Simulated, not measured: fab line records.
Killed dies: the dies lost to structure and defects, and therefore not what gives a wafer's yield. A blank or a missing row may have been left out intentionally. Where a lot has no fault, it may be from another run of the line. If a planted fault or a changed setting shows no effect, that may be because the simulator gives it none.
Chamber matching    flow n5-finfet    N5_BEOL_M6_STRIP_67 on rie-diel-06: 4 sister chambers
The step strips in CF4. 18 wafers are shown with their chamber, then 9 later ones without.

WAFERS, EACH WITH ITS CHAMBER
wafer   chamber  drypump-motor-current-A (A)  showerhead-plenum-p-Torr (Torr)  throttle-valve-pct (%)
L075.3  2        5.9                          1.72                             13.49
L075.4  1        5.7                          1.86                             13.85
L075.5  2        5.9                          1.72                             13.50
L080.1  0        6.9                          1.74                             13.40
L080.3  3        4.9                          1.80                             13.62
L080.6  2        5.9                          1.72                             13.51
L078.1  0        6.9                          1.74                             13.40
L078.3  2        5.9                          1.72                             13.55
L078.6  0        6.8                          1.74                             13.42
L081.1  2        5.9                          1.72                             13.52
L081.4  3        4.9                          1.80                             13.64
L081.6  2        5.9                          1.72                             13.52
L083.1  0        6.8                          1.74                             13.42
L083.2  2        5.9                          1.72                             13.52
L083.4  1        5.7                          1.85                             13.91
L084.3  3        4.9                          1.80                             13.62
L084.5  3        4.9                          1.80                             13.65
L084.6  0        6.8                          1.74                             13.41

SIGNATURES (means of the wafers above)
reading                   chamber 0  chamber 1  chamber 2  chamber 3  scatter within a chamber
drypump-motor-current-A   6.840      5.700      5.900      4.900      0.0293
showerhead-plenum-p-Torr  1.7400     1.8550     1.7200     1.8000     0.00189
throttle-valve-pct        13.4100    13.8800    13.5157    13.6325    0.019
Rule: a wafer lies at a distance from a chamber equal to the root of the sum of squares, over the readings, of (its reading less the chamber's mean, divided by the reading's scatter). The wafer belongs to the nearest chamber; if the next one is less than 2 further off, it can't be placed. The scatter: take each reading less its chamber's mean, square it, sum over the shown wafers, divide by the number of wafers less the number of chambers, and take the root.

WAFERS WITH NO CHAMBER GIVEN
wafer   drypump-motor-current-A (A)  showerhead-plenum-p-Torr (Torr)  throttle-valve-pct (%)
L090.1  6.0                          1.71                             13.58
L090.3  6.8                          1.73                             13.45
L090.6  5.9                          1.71                             13.54
L094.2  5.7                          1.85                             13.95
L094.3  4.9                          1.80                             13.71
L094.4  6.9                          1.73                             13.47
L095.1  6.9                          1.73                             13.47
L095.3  4.9                          1.79                             13.70
L095.4  6.0                          1.71                             13.56

WHICH CHAMBER EACH ONE RAN IN
wafer   from the rows above  in truth
L090.1  2                    2
L090.3  0                    0
L090.6  2                    2
L094.2  1                    1
L094.3  3                    3
L094.4  0                    0
L095.1  0                    0
L095.3  3                    3
L095.4  2                    2
Correct placement for 9 of the 9. From these rows, 0 cannot be placed. Wrongly placed: 0.
